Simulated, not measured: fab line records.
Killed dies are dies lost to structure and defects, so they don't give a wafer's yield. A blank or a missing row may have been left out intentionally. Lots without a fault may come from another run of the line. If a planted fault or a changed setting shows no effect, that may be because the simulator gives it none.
fab line records	flow nand-harc
record lots=6	wafers=18	last-day=24
route steps=1159 shown A_ONON_D1@432 END@1159
lots untouched by any fault: they come from a run of this same line in which no faults occurred
start-h: hours from the record's first day to the start of the lot's first wafer shown	wait-h: hours from the lot's prior step to this one	" the same as in the row above	L1.1+2: a single row standing in for several wafers	- no value present, or no start provided	* or withheld: withheld	< > ~ a bound
route shown NAME@n: NAME is a module with steps in the file, n the number in the route of the first one	usual: average and standard deviation across the fault-free wafers	same: alike in all rows	chamber/n: place in a boat	sites: readings site by site	_std_site: the values' standard deviation	_edge_site: the outer-site mean with the inner-site mean subtracted	radius-mm: how far each site lies from the wafer's centre	mask NAME#n: copy n	behind: the last tool/chamber to shape the wafer	hold: why the lot was held/for how many hours/how that ended	device: the n, p or np transistor that did not switch	end of line: the route-end tests of the same wafers	a step without rows: its recipe alone	killed: at the first sort, the dies lost to defects and structure; wafer yield is something else	map: a wafer's dies, x killed, . not, _ none there
set.NAME: the setting the step ran with; set.NAME@STEP: the setting that earlier step ran with	model.NAME: the simulator's own value behind a step, which no gauge read
lots seen at some steps along the route; tables by step, rows by wafer
services: when a tool's chamber went out of use (start-h, in hours from the record's first day, below 0 if earlier), for how many hours, and the reason
## steps
# step NHARC_A_ONON_D1_DEP_12
# recipe target-thk-a=10000	n2-flow-sccm=2750	n2o-flow-sccm=2000	nh3-flow-sccm=500	sih4-flow-sccm=210	temp-c=400
# step NHARC_A_ONON_D1_THK_MEAS_14
# recipe thk-meas-gauge=ellipsometry
# usual thk-nm=999/10
lot.wafer	tool	chamber	start-h	wait-h	thk-nm
L762.1	film-metro-02	-	198.86	-	1008
L762.5	"	-	"	"	1007
L762.6	"	-	"	"	1007
L769.3	film-metro-01	-	240.75	-	1012
L769.5	"	-	"	"	1011
L769.6	"	-	"	"	1012
L768.1	film-metro-01	-	240.96	-	994
L768.3	"	-	"	"	994
L768.4	"	-	"	"	991
L772.2	film-metro-02	-	260.80	-	987
L772.4	"	-	"	"	987
L772.6	"	-	"	"	985
L774.2	film-metro-01	-	270.05	-	994
L774.5	"	-	"	"	992
L774.6	"	-	"	"	996
L777.1	film-metro-02	-	283.00	-	1021
L777.2	"	-	"	"	1023
L777.4	"	-	"	"	1021
# step NHARC_A_ONON_D1_ANNEAL_15
# recipe temp-c=750	time-s=3600
# step NHARC_A_ONON_D1_DEP_16
# recipe target-thk-a=10000	n2-flow-sccm=2750	n2o-flow-sccm=2000	nh3-flow-sccm=500	sih4-flow-sccm=210	temp-c=400
# step NHARC_A_ONON_D1_THK_MEAS_18
# recipe thk-meas-gauge=ellipsometry
# usual thk-nm=998/10
lot.wafer	tool	chamber	start-h	wait-h	thk-nm
L762.1	film-metro-02	-	206.13	-	982
L762.5	"	-	"	"	982
L762.6	"	-	"	"	984
L769.3	film-metro-01	-	247.73	-	996
L769.5	"	-	"	"	996
L769.6	"	-	"	"	996
L768.1	film-metro-02	-	248.08	-	1011
L768.3	"	-	"	"	1008
L768.4	"	-	"	"	1009
L772.2	film-metro-02	-	268.10	-	990
L772.4	"	-	"	"	992
L772.6	"	-	"	"	989
L774.2	film-metro-01	-	277.09	-	988
L774.5	"	-	"	"	988
L774.6	"	-	"	"	987
L777.1	film-metro-02	-	290.10	-	997
L777.2	"	-	"	"	998
L777.4	"	-	"	"	1000
# step NHARC_A_ONON_D1_DEP_19
# recipe target-thk-a=10000	n2-flow-sccm=2750	n2o-flow-sccm=2000	nh3-flow-sccm=500	sih4-flow-sccm=210	temp-c=400
# step NHARC_A_ONON_D1_THK_MEAS_21
# recipe thk-meas-gauge=ellipsometry
# usual thk-nm=999/9.1
lot.wafer	tool	chamber	start-h	wait-h	thk-nm
L762.1	film-metro-01	-	206.70	-	1007
L762.5	"	-	"	"	1009
L762.6	"	-	"	"	1009
L769.3	film-metro-01	-	248.43	-	1012
L769.5	"	-	"	"	1011
L769.6	"	-	"	"	1010
L768.1	film-metro-02	-	248.65	-	998
L768.3	"	-	"	"	1000
L768.4	"	-	"	"	1001
L772.2	film-metro-02	-	268.67	-	1011
L772.4	"	-	"	"	1012
L772.6	"	-	"	"	1011
L774.2	film-metro-02	-	277.66	-	1005
L774.5	"	-	"	"	1002
L774.6	"	-	"	"	1003
L777.1	film-metro-01	-	290.67	-	997
L777.2	"	-	"	"	999
L777.4	"	-	"	"	1000
# step NHARC_A_ONON_D1_DEP_22
# recipe target-thk-a=10000	n2-flow-sccm=2750	n2o-flow-sccm=2000	nh3-flow-sccm=500	sih4-flow-sccm=210	temp-c=400
# step NHARC_A_ONON_D1_THK_MEAS_24
# recipe thk-meas-gauge=ellipsometry
# usual thk-nm=1000/9.5
lot.wafer	tool	chamber	start-h	wait-h	thk-nm
L762.1	film-metro-02	-	207.29	-	997
L762.5	"	-	"	"	997
L762.6	"	-	"	"	998
L769.3	film-metro-02	-	249.00	-	974
L769.5	"	-	"	"	976
L769.6	"	-	"	"	976
L768.1	film-metro-02	-	249.22	-	996
L768.3	"	-	"	"	994
L768.4	"	-	"	"	996
L772.2	film-metro-02	-	269.24	-	1005
L772.4	"	-	"	"	1008
L772.6	"	-	"	"	1006
L774.2	film-metro-02	-	278.23	-	1007
L774.5	"	-	"	"	1006
L774.6	"	-	"	"	1006
L777.1	film-metro-01	-	291.24	-	1013
L777.2	"	-	"	"	1012
L777.4	"	-	"	"	1011
# step NHARC_A_ONON_D1_DEP_25
# recipe target-thk-a=10000	n2-flow-sccm=2750	n2o-flow-sccm=2000	nh3-flow-sccm=500	sih4-flow-sccm=210	temp-c=400
# step NHARC_A_ONON_D1_THK_MEAS_27
# recipe thk-meas-gauge=ellipsometry
# usual thk-nm=1001/11
lot.wafer	tool	chamber	start-h	wait-h	thk-nm
L762.1	film-metro-02	-	207.86	-	975
L762.5	"	-	"	"	973
L762.6	"	-	"	"	973
L769.3	film-metro-02	-	249.57	-	999
L769.5	"	-	"	"	999
L769.6	"	-	"	"	999
L768.1	film-metro-01	-	249.78	-	995
L768.3	"	-	"	"	995
L768.4	"	-	"	"	996
L772.2	film-metro-01	-	269.81	-	1009
L772.4	"	-	"	"	1008
L772.6	"	-	"	"	1008
L774.2	film-metro-01	-	278.79	-	992
L774.5	"	-	"	"	991
L774.6	"	-	"	"	991
L777.1	film-metro-02	-	291.81	-	1014
L777.2	"	-	"	"	1014
L777.4	"	-	"	"	1014
# step NHARC_A_ONON_D1_DEP_28
# recipe target-thk-a=10000	n2-flow-sccm=2750	n2o-flow-sccm=2000	nh3-flow-sccm=500	sih4-flow-sccm=210	temp-c=400
# usual sih4-flow-sccm=210.0/0.64
lot.wafer	tool	chamber	start-h	wait-h	sih4-flow-sccm
L762.1	pecvd-onon-04	0	207.92	0.1	209.8
L762.5	"	0	"	"	210.8
L762.6	"	0	"	"	210.0
L769.3	pecvd-onon-03	0	249.74	0.2	209.1
L769.5	"	0	"	"	210.2
L769.6	"	0	"	"	209.6
L768.1	pecvd-onon-01	0	249.84	0.1	209.8
L768.3	"	0	"	"	211.0
L768.4	"	0	"	"	210.5
L772.2	pecvd-onon-01	0	269.93	0.1	208.4
L772.4	"	0	"	"	208.5
L772.6	"	0	"	"	209.1
L774.2	pecvd-onon-01	0	278.90	0.1	211.3
L774.5	"	0	"	"	209.9
L774.6	"	0	"	"	210.6
L777.1	pecvd-onon-04	0	291.87	0.1	210.0
L777.2	"	0	"	"	210.5
L777.4	"	0	"	"	210.1
# step NHARC_A_ONON_D1_THK_MEAS_30
# recipe thk-meas-gauge=ellipsometry
# usual thk-nm=1002/10
lot.wafer	tool	chamber	start-h	wait-h	thk-nm
L762.1	film-metro-01	-	208.43	-	1024
L762.5	"	-	"	"	1021
L762.6	"	-	"	"	1025
L769.3	film-metro-02	-	250.14	-	1002
L769.5	"	-	"	"	1004
L769.6	"	-	"	"	1003
L768.1	film-metro-01	-	250.35	-	1004
L768.3	"	-	"	"	1003
L768.4	"	-	"	"	1006
L772.2	film-metro-02	-	270.38	-	1004
L772.4	"	-	"	"	1001
L772.6	"	-	"	"	1546
L774.2	film-metro-02	-	279.35	-	1002
L774.5	"	-	"	"	1003
L774.6	"	-	"	"	1549
L777.1	film-metro-02	-	292.38	-	996
L777.2	"	-	"	"	997
L777.4	"	-	"	"	997
# step NHARC_A_ONON_D1_DEP_33
# recipe target-thk-a=2000	temp-c=400	pressure-torr=6.5	rf-w=900	teos-flow-sccm=161.4	flow-sccm=2650	target-thk-nm=200	gas=O2	material=SiO2
# usual heater-power-outer-w=297/55	heater-power-w=553/82	throttle-valve-pct=15.8/0.45
lot.wafer	tool	chamber	start-h	wait-h	heater-power-outer-w	heater-power-w	throttle-valve-pct
L762.1	pecvd-03	2	208.58	0.1	288	532	15.3
L762.5	"	0	"	"	270	541	15.3
L762.6	"	1	"	"	245	543	15.9
L769.3	pecvd-03	2	250.41	0.3	275	514	15.4
L769.6	"	1	"	"	352	687	15.8
L769.5	"	2	"	"	286	517	15.7
L768.1	pecvd-04	1	250.48	0.1	291	573	15.2
L768.3	"	0	"	"	356	597	15.2
L768.4	"	1	"	"	306	578	15.1
L772.2	pecvd-02	2	270.73	0.3	360	637	15.7
L772.4	"	2	"	"	358	642	15.9
L772.6	"	0	"	"	261	498	16.6
L774.2	pecvd-02	0	279.41	0.1	258	491	16.4
L774.5	"	1	"	"	238	450	16.1
L774.6	"	2	"	"	375	637	15.9
L777.2	pecvd-04	0	292.44	0.1	418	685	14.9
L777.1	"	1	"	"	339	626	15.1
L777.4	"	0	"	"	429	704	15.4
# step NHARC_END_SORT_01
# recipe temp-c=25
# usual killed-at-array=29/13	killed-at-other=0.7/1	killed-at-periphery=3.2/2.3	killed-dies=33/13	killed-open=3.3/1.7	killed-short=2.0/1.5
# same gross-dies=677
lot.wafer	tool	chamber	start-h	wait-h	killed-at-array	killed-at-other	killed-at-periphery	killed-dies	killed-open	killed-short
L772.2	prober-01	0	549.04	2.8	19	1	1	21	2	3
L772.4	prober-01	0	550.65	3.4	28	0	1	29	4	1
L772.6	prober-01	0	552.25	4.0	675	0	2	677	3	3
L774.6	prober-02	0	558.66	4.0	675	0	2	677	2	1
# killed by level:class
L772.2 A_CHANNEL_HOLE_D1:chamber-film-flake=14 A_ONON_D1:geometric-particle:open=1 A_ONON_D1:geometric-particle:short=1 A_BLC:geometric-particle:open=1 A_M1:geometric-particle:short=1 P_STI:chamber-film-flake=1 STARTING-WAFER:geometric-particle:short=1 A_WL_FILL:chamber-film-flake=1
L772.4 A_CHANNEL_HOLE_D1:chamber-film-flake=23 P_M0:geometric-particle:open=1 A_ONON_D1:geometric-particle:open=1 A_CONTACT:geometric-particle:short=1 A_BLC:geometric-particle:open=1 A_M1:geometric-particle:open=1 A_CONTACT:chamber-film-flake=1
L772.6 A_ONON_D1:area-dep=646 A_CHANNEL_HOLE_D1:chamber-film-flake=22 A_WL_FILL:geometric-particle:short=2 P_M0:geometric-particle:open=1 A_ONON_D1:geometric-particle:short=1 A_SGD_CUT:geometric-particle:open=1 A_WL_FILL:geometric-particle:open=1 P_STI:chamber-film-flake=1
L774.6 A_ONON_D1:area-dep=648 A_CHANNEL_HOLE_D1:chamber-film-flake=8 A_CONTACT:chamber-film-flake=8 A_SLIT:chamber-film-flake=7 P_GATE:chamber-film-flake=2 A_CHANNEL_FILL_D1:geometric-particle:open=1 A_WL_FILL:geometric-particle:short=1 A_WL_FILL:geometric-particle:open=1
# map L772.6 (x killed, . not)
____________x____________
_________xxxxxxx_________
_______xxxxxxxxxxx_______
______xxxxxxxxxxxxx______
_____xxxxxxxxxxxxxxx_____
____xxxxxxxxxxxxxxxxx____
____xxxxxxxxxxxxxxxxx____
___xxxxxxxxxxxxxxxxxxx___
___xxxxxxxxxxxxxxxxxxx___
__xxxxxxxxxxxxxxxxxxxxx__
__xxxxxxxxxxxxxxxxxxxxx__
_xxxxxxxxxxxxxxxxxxxxxxx_
_xxxxxxxxxxxxxxxxxxxxxxx_
_xxxxxxxxxxxxxxxxxxxxxxx_
_xxxxxxxxxxxxxxxxxxxxxxx_
_xxxxxxxxxxxxxxxxxxxxxxx_
xxxxxxxxxxxxxxxxxxxxxxxxx
xxxxxxxxxxxxxxxxxxxxxxxxx
xxxxxxxxxxxxxxxxxxxxxxxxx
xxxxxxxxxxxxxxxxxxxxxxxxx
xxxxxxxxxxxxxxxxxxxxxxxxx
_xxxxxxxxxxxxxxxxxxxxxxx_
_xxxxxxxxxxxxxxxxxxxxxxx_
_xxxxxxxxxxxxxxxxxxxxxxx_
_xxxxxxxxxxxxxxxxxxxxxxx_
_xxxxxxxxxxxxxxxxxxxxxxx_
__xxxxxxxxxxxxxxxxxxxxx__
__xxxxxxxxxxxxxxxxxxxxx__
___xxxxxxxxxxxxxxxxxxx___
___xxxxxxxxxxxxxxxxxxx___
____xxxxxxxxxxxxxxxxx____
____xxxxxxxxxxxxxxxxx____
_____xxxxxxxxxxxxxxx_____
______xxxxxxxxxxxxx______
_______xxxxxxxxxxx_______
_________xxxxxxx_________
____________x____________
# map L774.6 (x killed, . not)
____________x____________
_________xxxxxxx_________
_______xxxxxxxxxxx_______
______xxxxxxxxxxxxx______
_____xxxxxxxxxxxxxxx_____
____xxxxxxxxxxxxxxxxx____
____xxxxxxxxxxxxxxxxx____
___xxxxxxxxxxxxxxxxxxx___
___xxxxxxxxxxxxxxxxxxx___
__xxxxxxxxxxxxxxxxxxxxx__
__xxxxxxxxxxxxxxxxxxxxx__
_xxxxxxxxxxxxxxxxxxxxxxx_
_xxxxxxxxxxxxxxxxxxxxxxx_
_xxxxxxxxxxxxxxxxxxxxxxx_
_xxxxxxxxxxxxxxxxxxxxxxx_
_xxxxxxxxxxxxxxxxxxxxxxx_
xxxxxxxxxxxxxxxxxxxxxxxxx
xxxxxxxxxxxxxxxxxxxxxxxxx
xxxxxxxxxxxxxxxxxxxxxxxxx
xxxxxxxxxxxxxxxxxxxxxxxxx
xxxxxxxxxxxxxxxxxxxxxxxxx
_xxxxxxxxxxxxxxxxxxxxxxx_
_xxxxxxxxxxxxxxxxxxxxxxx_
_xxxxxxxxxxxxxxxxxxxxxxx_
_xxxxxxxxxxxxxxxxxxxxxxx_
_xxxxxxxxxxxxxxxxxxxxxxx_
__xxxxxxxxxxxxxxxxxxxxx__
__xxxxxxxxxxxxxxxxxxxxx__
___xxxxxxxxxxxxxxxxxxx___
___xxxxxxxxxxxxxxxxxxx___
____xxxxxxxxxxxxxxxxx____
____xxxxxxxxxxxxxxxxx____
_____xxxxxxxxxxxxxxx_____
______xxxxxxxxxxxxx______
_______xxxxxxxxxxx_______
_________xxxxxxx_________
____________x____________
## services
tool	chamber	start-h	hours	kind
pecvd-04	-	195.00	13.0	pm
pecvd-04	0	195.00	13.0	vent-cycle
pecvd-04	1	195.00	13.0	vent-cycle
pecvd-04	2	195.00	13.0	vent-cycle
pecvd-onon-01	-	195.31	13.0	pm
pecvd-04	0	208.00	-	clean
pecvd-04	1	208.00	-	clean
pecvd-04	2	208.00	-	clean
pecvd-02	-	210.38	1.4	repair
pecvd-02	2	232.57	-	calibration
pecvd-onon-04	-	237.00	13.0	pm
pecvd-04	2	250.01	4.5	repair
pecvd-03	-	292.26	13.0	pm
pecvd-03	0	292.26	13.0	vent-cycle
pecvd-03	1	292.26	13.0	vent-cycle
pecvd-03	2	292.26	13.0	vent-cycle
## key
first-sign step=NHARC_A_ONON_D1_THK_MEAS_30	reading=thk-nm	direction=up	sigmas=54	usual=1002	struck=1547
effect step=NHARC_END_SORT_01	reading=killed-at-array	direction=up	sigmas=51	usual=29	struck=675
more-kills-born-at NHARC_A_ONON_D1_DEP_28@pecvd-onon-01=1294
met-at NHARC_A_ONON_D1_DEP_28
struck-wafers L772.6,L774.6
later-rows-left-out L772.6,L774.6
tester-left-out L772,L774
onset-between 249.84 269.93
fault kind=process-parameter-drift	tool=pecvd-onon-01	chamber=-	onset-h=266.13	steps=NHARC_A_ONON_D1_DEP_28	channel=target-thk-a	offset=*	shape=step	end-h=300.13	scope=struck-wafers-only	acts-in=*	stated=*
# tester-left-out: of these lots the tester's yield and bins aren't shown, on N5 and GAA mostly nor the transistor test; their killed dies are dies lost to structure and defects alone, not to doping, threshold or leakage, so they don't give the yield
# later-rows-left-out: the simulator's readings of these wafers behind a module that went badly wrong aren't trusted and aren't shown, but for the sort
